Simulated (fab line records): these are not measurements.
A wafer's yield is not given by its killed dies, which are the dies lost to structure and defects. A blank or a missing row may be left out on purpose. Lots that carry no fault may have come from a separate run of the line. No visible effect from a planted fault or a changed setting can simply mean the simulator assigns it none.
Split-lot experiment || flow n5-finfet || 21 wafers read from 7 lots, route of 1938 steps

## ON THE SPLIT
At N5_BEOL_M6_HM_DEP_02 (deposits TiN, target thk 20 nm), the setting target-thk-a was moved away from the recipe's 200 angstrom on 6 of the 21 wafers read, by -6.1% to +8.2%. All remaining wafers had this setting at the recipe value.

## FROM THE SPLIT TO THE READING: what the file shows between them, 5 steps
- N5_BEOL_M6_COAT_59: time 60 s, resist thk 100 nm
- N5_BEOL_M6_COAT_60: time 60 s, resist thk 35 nm
- N5_BEOL_M6_STRIP_68: strips in N2/H2
- N5_BEOL_M6_STRIP_67: strips in CF4
- N5_BEOL_M6_HM_OPEN_17: chemistry Cl2/BCl3, target TiN, target depth 20 nm, overetch 6 nm

## THE READING
TiN_of_BEOL_M6_HM_DEP_02.thk-nm (the simulator's own value, which no gauge read), in nm, at N5_BEOL_M6_TRENCH_ETCH_37 (etches SiCOH lowk in C4F6/O2, target depth 94.435 nm, time 31.5 s). The file does not state a usual value for it. Average 17.3 nm, standard deviation 0.4 nm, over the 15 wafers here run with the recipe.

{"wafer": "L075.3", "tool, chamber at the split": "pvd-sputter-02, -", "target-thk-a as run, angstrom": 216.3, "against the recipe": "+8.2%", "TiN_of_BEOL_M6_HM_DEP_02.thk-nm, nm": 19, "against lot-mates on the recipe": "no lot-mate on the recipe"}
{"wafer": "L075.4", "tool, chamber at the split": "pvd-sputter-02, -", "target-thk-a as run, angstrom": 216.3, "against the recipe": "+8.2%", "TiN_of_BEOL_M6_HM_DEP_02.thk-nm, nm": 19.2, "against lot-mates on the recipe": "no lot-mate on the recipe"}
{"wafer": "L075.5", "tool, chamber at the split": "pvd-sputter-02, -", "target-thk-a as run, angstrom": 216.3, "against the recipe": "+8.2%", "TiN_of_BEOL_M6_HM_DEP_02.thk-nm, nm": 18.6, "against lot-mates on the recipe": "no lot-mate on the recipe"}
{"wafer": "L077.2", "tool, chamber at the split": "pvd-sputter-03, -", "target-thk-a as run, angstrom": 200, "against the recipe": "recipe", "TiN_of_BEOL_M6_HM_DEP_02.thk-nm, nm": 17.2, "against lot-mates on the recipe": "-"}
{"wafer": "L077.3", "tool, chamber at the split": "pvd-sputter-03, -", "target-thk-a as run, angstrom": 200, "against the recipe": "recipe", "TiN_of_BEOL_M6_HM_DEP_02.thk-nm, nm": 17, "against lot-mates on the recipe": "-"}
{"wafer": "L077.5", "tool, chamber at the split": "pvd-sputter-03, -", "target-thk-a as run, angstrom": 200, "against the recipe": "recipe", "TiN_of_BEOL_M6_HM_DEP_02.thk-nm, nm": 17.2, "against lot-mates on the recipe": "-"}
{"wafer": "L081.1", "tool, chamber at the split": "pvd-sputter-01, -", "target-thk-a as run, angstrom": 200, "against the recipe": "recipe", "TiN_of_BEOL_M6_HM_DEP_02.thk-nm, nm": 16.8, "against lot-mates on the recipe": "-"}
{"wafer": "L081.2", "tool, chamber at the split": "pvd-sputter-01, -", "target-thk-a as run, angstrom": 187.8, "against the recipe": "-6.1%", "TiN_of_BEOL_M6_HM_DEP_02.thk-nm, nm": 15.8, "against lot-mates on the recipe": -1.1}
{"wafer": "L081.3", "tool, chamber at the split": "pvd-sputter-01, -", "target-thk-a as run, angstrom": 200, "against the recipe": "recipe", "TiN_of_BEOL_M6_HM_DEP_02.thk-nm, nm": 17, "against lot-mates on the recipe": "-"}
{"wafer": "L082.1", "tool, chamber at the split": "pvd-sputter-01, -", "target-thk-a as run, angstrom": 200, "against the recipe": "recipe", "TiN_of_BEOL_M6_HM_DEP_02.thk-nm, nm": 17.8, "against lot-mates on the recipe": "-"}
{"wafer": "L082.4", "tool, chamber at the split": "pvd-sputter-01, -", "target-thk-a as run, angstrom": 200, "against the recipe": "recipe", "TiN_of_BEOL_M6_HM_DEP_02.thk-nm, nm": 18, "against lot-mates on the recipe": "-"}
{"wafer": "L082.5", "tool, chamber at the split": "pvd-sputter-01, -", "target-thk-a as run, angstrom": 200, "against the recipe": "recipe", "TiN_of_BEOL_M6_HM_DEP_02.thk-nm, nm": 18, "against lot-mates on the recipe": "-"}
{"wafer": "L084.4", "tool, chamber at the split": "pvd-sputter-03, -", "target-thk-a as run, angstrom": 200, "against the recipe": "recipe", "TiN_of_BEOL_M6_HM_DEP_02.thk-nm, nm": 17.4, "against lot-mates on the recipe": "-"}
{"wafer": "L084.5", "tool, chamber at the split": "pvd-sputter-03, -", "target-thk-a as run, angstrom": 200, "against the recipe": "recipe", "TiN_of_BEOL_M6_HM_DEP_02.thk-nm, nm": 17.2, "against lot-mates on the recipe": "-"}
{"wafer": "L084.6", "tool, chamber at the split": "pvd-sputter-03, -", "target-thk-a as run, angstrom": 200, "against the recipe": "recipe", "TiN_of_BEOL_M6_HM_DEP_02.thk-nm, nm": 17.6, "against lot-mates on the recipe": "-"}
{"wafer": "L090.1", "tool, chamber at the split": "pvd-sputter-02, -", "target-thk-a as run, angstrom": 200, "against the recipe": "recipe", "TiN_of_BEOL_M6_HM_DEP_02.thk-nm, nm": 17, "against lot-mates on the recipe": "-"}
{"wafer": "L090.3", "tool, chamber at the split": "pvd-sputter-02, -", "target-thk-a as run, angstrom": 200, "against the recipe": "recipe", "TiN_of_BEOL_M6_HM_DEP_02.thk-nm, nm": 17, "against lot-mates on the recipe": "-"}
{"wafer": "L090.4", "tool, chamber at the split": "pvd-sputter-02, -", "target-thk-a as run, angstrom": 200, "against the recipe": "recipe", "TiN_of_BEOL_M6_HM_DEP_02.thk-nm, nm": 16.8, "against lot-mates on the recipe": "-"}
{"wafer": "L093.2", "tool, chamber at the split": "pvd-sputter-01, -", "target-thk-a as run, angstrom": 212, "against the recipe": "+6.0%", "TiN_of_BEOL_M6_HM_DEP_02.thk-nm, nm": 18.8, "against lot-mates on the recipe": "+2.0"}
{"wafer": "L093.4", "tool, chamber at the split": "pvd-sputter-01, -", "target-thk-a as run, angstrom": 200, "against the recipe": "recipe", "TiN_of_BEOL_M6_HM_DEP_02.thk-nm, nm": 16.8, "against lot-mates on the recipe": "-"}
{"wafer": "L093.5", "tool, chamber at the split": "pvd-sputter-01, -", "target-thk-a as run, angstrom": 212, "against the recipe": "+6.0%", "TiN_of_BEOL_M6_HM_DEP_02.thk-nm, nm": 18.8, "against lot-mates on the recipe": "+2.0"}

FIT RESULTS
A straight line over all 21 wafers: TiN_of_BEOL_M6_HM_DEP_02.thk-nm changes by +0.222 nm for each +1% of target-thk-a; r = +0.91; the points scatter about the line by 0.38 nm.
The same after taking each lot's own level away (the mean of its wafers on the recipe; 18 wafers): +0.277 nm for each +1%; r = +0.96; scatter 0.2 nm.
The reading moves by 2.3 nm for the largest change in target-thk-a, on that fit.
The span of the lots' own levels, 16.80 to 17.93 nm, comes to 2.8 times the standard deviation stated above.
In other words, the slope is changed by the lot-to-lot level; the two fits disagree.
Check: with one of the wafers moved furthest among these (-6.1%) left out of the fit, the line predicts -2.03 nm for it against its lot-mates. Against them it came out at -1.1 nm.

## ADDITIONAL SPLITS CARRIED BY THESE WAFERS
Note: prior to the reading, these wafers also went through further splits. Each is held against what the fit with the lots' levels taken away leaves over:
{"other split on the same wafers": "N5_BEOL_M5_COAT_66 spin-rpm", "wafers away from the commonest value": 7, "r with TiN_of_BEOL_M6_HM_DEP_02.thk-nm (lot level and that fit taken away)": -0.27}
{"other split on the same wafers": "N5_BEOL_M6_PECVD_70 time-s", "wafers away from the commonest value": 7, "r with TiN_of_BEOL_M6_HM_DEP_02.thk-nm (lot level and that fit taken away)": -0.04}

## THE WHOLE CHAIN: every reading that the file lists as answering this split, in the file's order
{"step": "N5_BEOL_M6_HM_DEP_02", "what it does": "deposits TiN, target thk 20 nm", "reading": "TiN_of_BEOL_M6_HM_DEP_02.thk-nm (the simulator's own value, which no gauge read)", "change (the file's fit)": "+0.24 nm for each +1% of the setting", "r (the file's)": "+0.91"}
{"step": "N5_BEOL_M6_HM_OPEN_17", "what it does": "chemistry Cl2/BCl3, target TiN, target depth 20 nm, overetch 6 nm", "reading": "etch.depth-nm (the simulator's own value, which no gauge read)", "change (the file's fit)": "+0.236 nm for each +1% of the setting", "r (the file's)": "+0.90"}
{"step": "N5_BEOL_M6_TRENCH_ETCH_37", "what it does": "etches SiCOH lowk in C4F6/O2, target depth 94.435 nm, time 31.5 s", "reading": "TiN_of_BEOL_M6_HM_DEP_02.thk-nm (the simulator's own value, which no gauge read)", "change (the file's fit)": "+0.256 nm for each +1% of the setting", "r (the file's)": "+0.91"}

## FILE'S OWN FIT
TiN_of_BEOL_M6_HM_DEP_02.thk-nm changes by +0.256 nm for each +1% of target-thk-a, r = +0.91.
